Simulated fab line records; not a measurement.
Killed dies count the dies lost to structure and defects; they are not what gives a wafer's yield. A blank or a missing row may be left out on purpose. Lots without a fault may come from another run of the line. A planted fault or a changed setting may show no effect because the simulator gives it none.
8D (eight disciplines) problem report, filled in by code -- flow nand-harc -- the parts of the form that need people (team, actions taken, sign-off) are left out

== 1. PROBLEM STATEMENT ==
Mean of rf-fwd-power-W at NHARC_A_STAIRCASE_ETCH_253: 828 W across 6 wafers in 2 lots; on wafers with no fault it is 589 W (standard deviation 3.2). Relative to the usual mean, that is a shift of +75 standard deviations.
The step: etches the open film in C4F8/O2, target depth 50 nm, time 20.2 s.
Earliest sighting: wafer L863.2 on rie-diel-06 at day 21 00:22. At this step, 36 wafers from 12 lots have a number in the record. Rule for "out", or "out of limits": more than 4 standard deviations from the usual mean. All remaining wafers that have a number are taken as sound.

== 2. WHAT IT IS, AND WHAT IT ISN'T ==
question,is,is not
which readings at this step,"rf-fwd-power-W, oes-product-au",rf-vpp-V
which lots,"L863, L867","L853, L854, L857, L858, L866, L872, L873, L874, L875, L876"
which wafers of those lots,all that have a number,-
read on which tools,rie-diel-06,"rie-diel-02, rie-diel-04"
when,from day 21 00:22,"up to then (12 sound wafers); but 18 sound wafers of L866, L872, L873, L874, L875, L876 came after"

== 3. WHAT RULES OUT EACH SUSPECT ==
Counting: a tool at a process step up to the reading stays a suspect if it ran every lot that is out and no sound lot after the first of them.
- rie-diel-06 at NHARC_A_STAIRCASE_TRIM_229 (chemistry O2, time 211.2 s): ruled out as a lasting fault. Following L863 (day 20 21:43), the first lot on it that is out, the sound lots L866, L873 were run on it.
- rie-diel-06 at NHARC_A_STAIRCASE_ETCH_253 (etches the open film in C4F8/O2, target depth 50 nm, time 20.2 s): ruled out as a lasting fault. Following L863 (day 21 00:22), the first lot on it that is out, the sound lots L874 were run on it.
Left after counting: nothing in the record.

== 4. THE CAUSE (what the simulator had put in) ==
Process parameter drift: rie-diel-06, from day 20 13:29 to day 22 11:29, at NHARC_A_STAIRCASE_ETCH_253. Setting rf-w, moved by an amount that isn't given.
Counting ruled it out, wrongly.

== 5. THE CHAIN OF EFFECTS, in route order ==
One row per reading whose mean, taken over the struck wafers that have a number, lies over 3 standard deviations from the usual. Only readings for which the record gives a usual standard deviation are gone through. hours: the time from each lot's start at the first step in this table that gives one to its start at this step, as a median over the lots. sigmas: the change in usual standard deviations.
hours,step,reading,usual,on struck wafers,change,sigmas
0,NHARC_A_STAIRCASE_ETCH_253,oes-product-au,0.955 a.u.,1.185,+0.230,+12
0,NHARC_A_STAIRCASE_ETCH_253,rf-fwd-power-W,589 W,828,+239,+75
It contains these process steps:
- NHARC_A_STAIRCASE_ETCH_253: etches the open film in C4F8/O2, target depth 50 nm, time 20.2 s.

== 6. WHAT WOULD HAVE CAUGHT IT SOONER ==
11 hours passed between the start of the fault at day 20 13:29 and the first reading out of limits in this record, taken at day 21 00:22.
